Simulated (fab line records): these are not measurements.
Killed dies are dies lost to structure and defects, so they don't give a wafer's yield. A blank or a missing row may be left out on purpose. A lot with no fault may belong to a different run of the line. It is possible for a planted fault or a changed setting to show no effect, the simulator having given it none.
Matching of chambers / flow n5 finfet / N5_BEOL_M4_ETCH_63 on rie diel-06 has 4 sister chambers
The step etches SiARC in CF4, target depth 15.6 nm, time 26 s. 8 wafers are shown with their chamber, then 11 later ones without.

## WAFERS PAIRED WITH THEIR CHAMBERS
wafer=L079.2; chamber=2; drypump motor current A (A)=5.65; showerhead plenum p Torr (Torr)=2.18
wafer=L080.6; chamber=2; drypump motor current A (A)=5.66; showerhead plenum p Torr (Torr)=2.17
wafer=L087.1; chamber=1; drypump motor current A (A)=5.93; showerhead plenum p Torr (Torr)=2.21
wafer=L087.5; chamber=0; drypump motor current A (A)=5.57; showerhead plenum p Torr (Torr)=2.08
wafer=L092.3; chamber=3; drypump motor current A (A)=6.05; showerhead plenum p Torr (Torr)=2.15
wafer=L092.4; chamber=0; drypump motor current A (A)=5.55; showerhead plenum p Torr (Torr)=2.08
wafer=L092.5; chamber=1; drypump motor current A (A)=5.94; showerhead plenum p Torr (Torr)=2.20
wafer=L091.1; chamber=3; drypump motor current A (A)=6.02; showerhead plenum p Torr (Torr)=2.15

## WAFERS WHOSE CHAMBER IS MISSING
wafer=L091.2; drypump motor current A (A)=5.94; showerhead plenum p Torr (Torr)=2.20
wafer=L091.6; drypump motor current A (A)=6.04; showerhead plenum p Torr (Torr)=2.15
wafer=L093.2; drypump motor current A (A)=5.96; showerhead plenum p Torr (Torr)=2.20
wafer=L093.4; drypump motor current A (A)=5.63; showerhead plenum p Torr (Torr)=2.08
wafer=L093.5; drypump motor current A (A)=5.59; showerhead plenum p Torr (Torr)=2.08
wafer=L096.1; drypump motor current A (A)=6.04; showerhead plenum p Torr (Torr)=2.14
wafer=L096.2; drypump motor current A (A)=5.90; showerhead plenum p Torr (Torr)=2.20
wafer=L096.3; drypump motor current A (A)=5.54; showerhead plenum p Torr (Torr)=2.08
wafer=L097.1; drypump motor current A (A)=6.03; showerhead plenum p Torr (Torr)=2.14
wafer=L097.2; drypump motor current A (A)=5.68; showerhead plenum p Torr (Torr)=2.16
wafer=L097.6; drypump motor current A (A)=5.94; showerhead plenum p Torr (Torr)=2.20

## WHICH CHAMBER EACH ONE RAN IN
wafer=L091.2; from the rows above=1; in truth=1
wafer=L091.6; from the rows above=3; in truth=3
wafer=L093.2; from the rows above=1; in truth=1
wafer=L093.4; from the rows above=0; in truth=0
wafer=L093.5; from the rows above=0; in truth=0
wafer=L096.1; from the rows above=3; in truth=3
wafer=L096.2; from the rows above=1; in truth=1
wafer=L096.3; from the rows above=0; in truth=0
wafer=L097.1; from the rows above=3; in truth=3
wafer=L097.2; from the rows above=2; in truth=2
wafer=L097.6; from the rows above=1; in truth=1
Correctly placed: 11 of 11. Not placeable from these rows: 0. 0 placed wrongly.
How it was worked out, from the rows above alone: a wafer's distance from a chamber is the root of the sum, over the readings, of the square of ((its reading less the chamber's mean) divided by the reading's scatter). If the next closest chamber is less than 2 further off than the closest, the wafer can't be placed; otherwise it belongs to the closest. For every chamber, the mean is computed from those of its wafers that are shown. How the scatter is found: for the shown wafers, subtract from each reading the mean of its chamber, square and add these, divide the total by (wafers less chambers), then take the root.
